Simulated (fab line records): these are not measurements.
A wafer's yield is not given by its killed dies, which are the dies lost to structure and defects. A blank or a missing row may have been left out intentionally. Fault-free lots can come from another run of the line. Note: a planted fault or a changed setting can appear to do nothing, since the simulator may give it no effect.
A lot that was struck, set against a sound lot | flow nandHarc | 15 steps out of a route of 1302
Sound: wafers L474.3, L474.5, L474.6. Struck: wafers L469.3, L469.4. (L469.6 of the same lot was not struck and is left out.) The cause comes at the end.
At each step with rows: each side's tool, then ch and its chambers, then its first start. Under that, the readings that differ: sound wafers | struck wafers | difference of the means | sigmas: that difference in standard deviations of wafers without a fault.
alike: readings whose means differ by less than 2 such deviations, and words and numbers that are the same on both sides. not compared: withheld readings, readings that some wafer has no value for, bounds like >300 that may hide the same value, and numbers for which the record gives no deviation and whose values overlap.
The two part at a step that has a row with sigmas, a row that says differs or no value, or rows on one side only. When numbers do not overlap yet have no deviation, they are printed without sigmas and do not part them. Lack of a reading on every wafer of one side parts them only where that side has two or more wafers.

NHARC_A_CHANNEL_HOLE_D2_XSEM_32:
  sound on xsem-01 ch 0, day 19 22:36; struck on xsem-01 ch 0, day 18 06:02
  alike: botCdNm, bowNm, tiltDeg
NHARC_A_CHANNEL_HOLE_D2_INSPECT_40:
  sound: defectInspect-01 at day 19 22:41; struck: defectInspect-02 at day 18 06:07
  alike: rawDefectCount
then, 2 steps without rows for these wafers: NHARC_A_CHANNEL_FILL_D2_PRECLEAN_00 (cleans in SC1); NHARC_A_CHANNEL_FILL_D2_SRD_01.
NHARC_A_CHANNEL_FILL_D2_ALD_02: deposits SiO2, target thk 6 nm, pulse time 10 s, ald cycles 60.
  sound on aldHk-01 ch 2,3, day 20 01:45; struck on aldHk-01 ch 0,3, day 18 06:28
  alike: heaterPowerOuterW, heaterPowerW, precursorPulseHeightRel
NHARC_A_CHANNEL_FILL_D2_ALD_03: deposits SiNx, target thk 6 nm, pulse time 60 s, ald cycles 58.
  sound: aldSinBatch-02 ch 0; struck: aldSinBatch-02 ch 0
  alike: chamberPressureTorr, precursorPulseHeightRel
NHARC_A_CHANNEL_FILL_D2_ALD_14: deposits SiO2, target thk 2.5 nm, pulse time 10 s, ald cycles 25.
  sound on aldHk-04 ch 0,1,3, day 20 08:50; struck on aldHk-03 ch 0,3, day 18 13:19
  alike: heaterPowerOuterW, heaterPowerW, precursorPulseHeightRel
then, 4 steps without rows for these wafers: NHARC_A_CHANNEL_FILL_D2_ALD_15 (deposits SiNx, target thk 2 nm, pulse time 60 s, ald cycles 19); NHARC_A_CHANNEL_FILL_D2_ALD_16 (deposits SiO2, target thk 1.5 nm, pulse time 10 s, ald cycles 15); NHARC_A_CHANNEL_FILL_D2_ANNEAL_17 (time 1800 s); NHARC_A_CHANNEL_FILL_D2_CVD_18 (deposits poly-Si, target thk 3 nm).
NHARC_A_CHANNEL_FILL_D2_ETCHBACK_19: etches the open film in HBr/Cl2, target depth 5 nm, time 1.7 s.
  sound on rieSi-02 ch 0,1, day 21 01:17; struck on rieSi-03 ch 0,3, day 19 06:19
reading             | sound | struck    | difference                   | sigmas
rfHoursCounterH (h) | - - - | 0.26 0.20 | no value on the sound wafers | 
  alike: biasW, drypumpMotorCurrentA, oesProductAu, throttleValvePct
NHARC_A_CHANNEL_FILL_D2_ETCHBACK_20: etches the open film in C4F8/O2/Ar, target depth 27 nm, time 13.5 s.
  sound on rieDiel-08 ch 0,1,2, day 21 01:26; struck on rieDiel-13 ch 0,1, day 19 06:26
reading             | sound             | struck      | difference | sigmas
oesProductAu (a.u.) | 0.992 1.017 0.997 | 0.815 0.814 | -0.188     | -10
  alike: biasW, rfVppV
  not compared: rfHoursCounterH
then, 1 step without rows for these wafers: NHARC_A_CHANNEL_FILL_D2_STRIP_28 (strips in O2, time 20 s).
-- jump in the record: it breaks off in module A_CHANNEL_FILL_D2 and resumes in module END (first step shown: number 1302 of the route), and 10 days separate the struck wafers' starts before and after --
NHARC_END_SORT_01:
  at this point the record logs the struck wafers (prober-01 ch 0, day 28 20:41) and has no rows for the sound ones

## WHERE THEY PART
Earliest at NHARC_A_CHANNEL_FILL_D2_ETCHBACK_19; latest, in this record, at NHARC_END_SORT_01.

WHY: the cause the simulator had injected
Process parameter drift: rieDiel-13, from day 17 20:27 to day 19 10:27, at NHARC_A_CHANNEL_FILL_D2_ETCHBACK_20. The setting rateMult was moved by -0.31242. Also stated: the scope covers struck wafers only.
